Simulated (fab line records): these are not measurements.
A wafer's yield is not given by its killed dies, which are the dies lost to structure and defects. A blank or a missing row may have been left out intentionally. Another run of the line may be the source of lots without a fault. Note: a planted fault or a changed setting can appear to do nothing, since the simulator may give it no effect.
What tool caused it? + flow nand-harc + 33 wafers from 11 lots sampled at 5 of the route's 1302 steps

WHAT EACH GAUGE READ, for each wafer
NHARC_END_SORT_01. Usual: killed-at-array 59, standard deviation 21; killed-at-other 0.8, standard deviation 1.1; killed-at-periphery 4.1, standard deviation 2.8; killed-dies 64, standard deviation 20; killed-open 3.1, standard deviation 1.7; killed-short 2.4, standard deviation 1.6.
| lot  | measured     | on        | killed-at-array | killed-at-other | killed-at-periphery | killed-dies | killed-open | killed-short | flag |
|------|--------------|-----------|-----------------|-----------------|---------------------|-------------|-------------|--------------|------|
| L208 | day 25 19:19 | prober-02 | 98 98 61        | 2 2 3           | 2 1 2               | 102 101 66  | 6 4 3       | 1 1 4        |      |
| L211 | day 27 03:35 | prober-01 | 35 27 20        | 0 0 2           | 2 4 4               | 37 31 26    | 5 2 1       | 2 4 3        |      |
| L213 | day 29 08:59 | prober-02 | 75 56 47        | 1 1 0           | 6 10 8              | 82 67 55    | 3 0 3       | 5 3 2        |      |
| L214 | day 28 18:43 | prober-02 | 33 47 42        | 2 3 1           | 5 4 1               | 40 54 44    | 3 3 1       | 1 0 4        |      |
| L218 | day 30 19:57 | prober-01 | 77 77 67        | 0 0 1           | 10 8 6              | 87 85 74    | 4 3 5       | 2 2 1        |      |
| L226 | day 33 15:13 | prober-02 | 46 64 56        | 0 0 0           | 3 1 4               | 49 65 60    | 3 2 4       | 1 1 3        |      |

EACH LOT AND THE TOOL THAT RAN IT (in order: tool; ch and the chambers of the sampled wafers; start)
| lot  | NHARC_P_GATE_DEP_103            | NHARC_P_GATE_ETCH_104              | NHARC_P_GATE_HM_OPEN_105                      | NHARC_P_GATE_STRIP_108             |
|------|---------------------------------|------------------------------------|-----------------------------------------------|------------------------------------|
| L206 | pecvd-02 ch 0,2, day 5 17:51    | rie-diel-05 ch 0,2,3, day 5 18:49  | rie-diel-05 ch 1,2,3, day 5 19:20 or earlier  | rie-diel-10 ch 1,2, day 5 19:20    |
| L207 | pecvd-03 ch 0,2, day 6 03:50    | rie-diel-09 ch 0,1,3, day 6 04:49  | rie-diel-09 ch 0,1,3, day 6 05:27 or earlier  | rie-diel-10 ch 1,3, day 6 05:27    |
| L208 | pecvd-04 ch 0,1,2, day 6 15:56  | rie-diel-10 ch 2,3, day 6 16:47    | rie-diel-10 ch 2,3, day 6 17:23 or earlier    | rie-diel-09 ch 0,1,2, day 6 17:23  |
| L211 | pecvd-03 ch 0,1, day 8 00:06    | rie-diel-05 ch 0,1,2, day 8 01:21  | rie-diel-05 ch 2,3, day 8 01:53 or earlier    | rie-diel-05 ch 0,3, day 8 01:53    |
| L213 | pecvd-04 ch 0,1,2, day 9 02:08  | rie-diel-09 ch 1,2,3, day 9 03:05  | rie-diel-09 ch 0,1, day 9 03:37 or earlier    | rie-diel-05 ch 0,1,2, day 9 03:37  |
| L214 | pecvd-02 ch 0,1,2, day 9 11:08  | rie-diel-09 ch 1,2, day 9 12:23    | rie-diel-09 ch 0,2, day 9 12:55 or earlier    | rie-diel-09 ch 1,2, day 9 12:55    |
| L218 | pecvd-02 ch 0,1,2, day 11 05:10 | rie-diel-05 ch 0,2,3, day 11 06:25 | rie-diel-05 ch 1,2,3, day 11 06:58 or earlier | rie-diel-09 ch 0,1,3, day 11 06:58 |
| L219 | pecvd-04 ch 0,1,2, day 11 08:25 | rie-diel-09 ch 2,3, day 11 09:17   | rie-diel-09 ch 0,1,3, day 11 09:52 or earlier | rie-diel-05 ch 0,1,3, day 11 09:52 |
| L221 | pecvd-02 ch 1,2, day 12 02:02   | rie-diel-10 ch 0,1,3, day 12 03:00 | rie-diel-10 ch 0,2, day 12 03:34 or earlier   | rie-diel-05 ch 0,1,2, day 12 03:34 |
| L223 | pecvd-03 ch 0,1,2, day 13 04:25 | rie-diel-05 ch 0,1,3, day 13 05:20 | rie-diel-05 ch 0,2, day 13 05:52 or earlier   | rie-diel-10 ch 1,2, day 13 05:52   |
| L226 | pecvd-03 ch 0,1,2, day 14 10:20 | rie-diel-10 ch 0,3, day 14 11:13   | rie-diel-10 ch 0,1,2, day 14 11:46 or earlier | rie-diel-10 ch 1,2, day 14 11:46   |
- NHARC_P_GATE_DEP_103: deposits SiON, target thk 30 nm.
- NHARC_P_GATE_ETCH_104: etches the open film in CF4/CHF3, target depth 60 nm.
- NHARC_P_GATE_HM_OPEN_105: chemistry O2/COS, target depth 360 nm.
- NHARC_P_GATE_STRIP_108: strips in O2.

AS READ BY THE TOOLS THEMSELVES (means over the sampled wafers that have a number; for cases with no such wafer, the mark the record gives instead)
NHARC_P_GATE_DEP_103. Usual: heater-power-w at 760 W, with a standard deviation of 120.
| lot  | tool     | heater-power-w (W) | flag |
|------|----------|--------------------|------|
| L206 | pecvd-02 | 673                |      |
| L207 | pecvd-03 | 828                |      |
| L208 | pecvd-04 | 716                |      |
| L211 | pecvd-03 | 765                |      |
| L213 | pecvd-04 | 695                |      |
| L214 | pecvd-02 | 719                |      |
| L218 | pecvd-02 | 774                |      |
| L219 | pecvd-04 | 731                |      |
| L221 | pecvd-02 | 693                |      |
| L223 | pecvd-03 | 830                |      |
| L226 | pecvd-03 | 814                |      |

NHARC_P_GATE_ETCH_104. Usual: drypump-motor-current-A 5.7 A, standard deviation 0.44; oes-product-au 0.948 a.u., standard deviation 0.024; rf-vpp-V 372.2 V, standard deviation 2; showerhead-plenum-p-Torr 1.62 Torr, standard deviation 0.056; throttle-valve-pct 16.802 %, standard deviation 0.0088.
| lot  | tool        | drypump-motor-current-A (A) | oes-product-au (a.u.) | rf-vpp-V (V) | showerhead-plenum-p-Torr (Torr) | throttle-valve-pct (%) | flag |
|------|-------------|-----------------------------|-----------------------|--------------|---------------------------------|------------------------|------|
| L206 | rie-diel-05 | 5.8                         | 0.958                 | 370.5        | 1.56                            | 16.799                 |      |
| L207 | rie-diel-09 | 5.8                         | 0.928                 | 373.5        | 1.66                            | 16.808                 |      |
| L208 | rie-diel-10 | 5.6                         | 0.975                 | 373.1        | 1.62                            | 16.800                 |      |
| L211 | rie-diel-05 | 5.7                         | 0.916                 | 370.2        | 1.57                            | 16.807                 |      |
| L213 | rie-diel-09 | 5.6                         | 0.927                 | 372.3        | 1.63                            | 16.802                 |      |
| L214 | rie-diel-09 | 5.2                         | 0.928                 | 372.0        | 1.61                            | 16.797                 |      |
| L218 | rie-diel-05 | 5.8                         | 0.965                 | 370.1        | 1.56                            | 16.802                 |      |
| L219 | rie-diel-09 | 5.9                         | 0.912                 | 372.1        | 1.61                            | 16.806                 |      |
| L221 | rie-diel-10 | 5.9                         | 0.981                 | 372.3        | 1.65                            | 16.804                 |      |
| L223 | rie-diel-05 | 6.0                         | 0.968                 | 369.1        | 1.54                            | 16.805                 |      |
| L226 | rie-diel-10 | 5.5                         | 0.978                 | 373.3        | 1.66                            | 16.801                 |      |

NHARC_P_GATE_HM_OPEN_105. Usual: cos-flow-sccm 20.02 sccm (standard deviation 0.06); drypump-motor-current-A 5.8 A (standard deviation 0.47); o2-flow-sccm 400.0 sccm (standard deviation 1.2); oes-product-au 1.001 a.u. (standard deviation 0.015); rf-vpp-V 469.1 V (standard deviation 2.5); showerhead-plenum-p-Torr 3.22 Torr (standard deviation 0.12); throttle-valve-pct 28.331 % (standard deviation 0.0091).
| lot  | tool        | cos-flow-sccm (sccm) | drypump-motor-current-A (A) | o2-flow-sccm (sccm) | oes-product-au (a.u.) | rf-vpp-V (V) | showerhead-plenum-p-Torr (Torr) | throttle-valve-pct (%) | flag |
|------|-------------|----------------------|-----------------------------|---------------------|-----------------------|--------------|---------------------------------|------------------------|------|
| L206 | rie-diel-05 | 20.05                | 6.1                         | 400.9               | 0.984                 | 467.4        | 3.15                            | 28.325                 |      |
| L207 | rie-diel-09 | 20.01                | 5.8                         | 400.3               | 1.004                 | 471.7        | 3.30                            | 28.336                 |      |
| L208 | rie-diel-10 | 19.93                | 5.6                         | 401.3               | 1.022                 | 469.2        | 3.22                            | 28.327                 |      |
| L211 | rie-diel-05 | 20.06                | 6.1                         | 399.4               | 1.001                 | 467.4        | 3.12                            | 28.332                 |      |
| L213 | rie-diel-09 | 19.98                | 5.6                         | 401.0               | 0.999                 | 471.1        | 3.34                            | 28.328                 |      |
| L214 | rie-diel-09 | 19.96                | 5.3                         | 399.8               | 0.992                 | 469.2        | 3.21                            | 28.331                 |      |
| L218 | rie-diel-05 | 19.99                | 6.1                         | 399.6               | 0.988                 | 466.9        | 3.15                            | 28.326                 |      |
| L219 | rie-diel-09 | 20.01                | 5.8                         | 400.1               | 0.993                 | 470.9        | 3.30                            | 28.330                 |      |
| L221 | rie-diel-10 | 20.03                | 5.5                         | 399.2               | 1.015                 | 471.9        | 3.33                            | 28.332                 |      |
| L223 | rie-diel-05 | 20.04                | 5.4                         | 399.1               | 1.008                 | 464.9        | 3.04                            | 28.330                 |      |
| L226 | rie-diel-10 | 20.02                | 5.9                         | 400.1               | 1.017                 | 471.2        | 3.31                            | 28.326                 |      |

NHARC_P_GATE_STRIP_108. Usual: drypump-motor-current-A 5.8 A, standard deviation 0.47; o2-flow-sccm 500.0 sccm, standard deviation 1.5; oes-product-au 1.002 a.u., standard deviation 0.016; rf-vpp-V 58.1 V, standard deviation 0.91; showerhead-plenum-p-Torr 3.63 Torr, standard deviation 0.13; throttle-valve-pct 17.038 %, standard deviation 0.0095.
| lot  | tool        | drypump-motor-current-A (A) | o2-flow-sccm (sccm) | oes-product-au (a.u.) | rf-vpp-V (V) | showerhead-plenum-p-Torr (Torr) | throttle-valve-pct (%) | flag |
|------|-------------|-----------------------------|---------------------|-----------------------|--------------|---------------------------------|------------------------|------|
| L206 | rie-diel-10 | 6.3                         | 500.5               | 1.007                 | 58.6         | 3.72                            | 17.040                 |      |
| L207 | rie-diel-10 | 6.0                         | 500.1               | 1.009                 | 57.8         | 3.62                            | 17.035                 |      |
| L208 | rie-diel-09 | 5.4                         | 499.3               | 1.000                 | 58.4         | 3.69                            | 17.040                 |      |
| L211 | rie-diel-05 | 5.6                         | 500.7               | 1.001                 | 58.3         | 3.38                            | 17.030                 |      |
| L213 | rie-diel-05 | 5.8                         | 500.4               | 0.985                 | 58.1         | 3.51                            | 17.039                 |      |
| L214 | rie-diel-09 | 5.3                         | 498.9               | 1.000                 | 58.3         | 3.67                            | 17.045                 |      |
| L218 | rie-diel-09 | 5.8                         | 499.9               | 0.996                 | 58.2         | 3.73                            | 17.041                 |      |
| L219 | rie-diel-05 | 6.0                         | 500.7               | 0.994                 | 58.1         | 3.45                            | 17.035                 |      |
| L221 | rie-diel-05 | 5.8                         | 498.9               | 1.004                 | 57.5         | 3.51                            | 17.039                 |      |
| L223 | rie-diel-10 | 6.3                         | 499.9               | 1.007                 | 57.7         | 3.71                            | 17.045                 |      |
| L226 | rie-diel-10 | 5.9                         | 498.8               | 1.016                 | 57.7         | 3.72                            | 17.049                 |      |

THE ANSWER, worked out from the rows above alone
Rule: lot off if the mean of its wafers having a number is beyond 3 standard deviations from the usual mean. A lot without any number at a reading at which 4 lots or more have one is off too. Any other lot the step has rows for is counted as sound. Order of review: gauges by route order, followed by the tools' own readings, for which a lot's mean as printed above is used. At the first step where some lot is off, the reading lying furthest off is the one used; lots without a number count as furthest.
Across all readings shown, no lot is off: no conclusion can be drawn from this.

WHAT WAS PUT IN BY THE SIMULATOR
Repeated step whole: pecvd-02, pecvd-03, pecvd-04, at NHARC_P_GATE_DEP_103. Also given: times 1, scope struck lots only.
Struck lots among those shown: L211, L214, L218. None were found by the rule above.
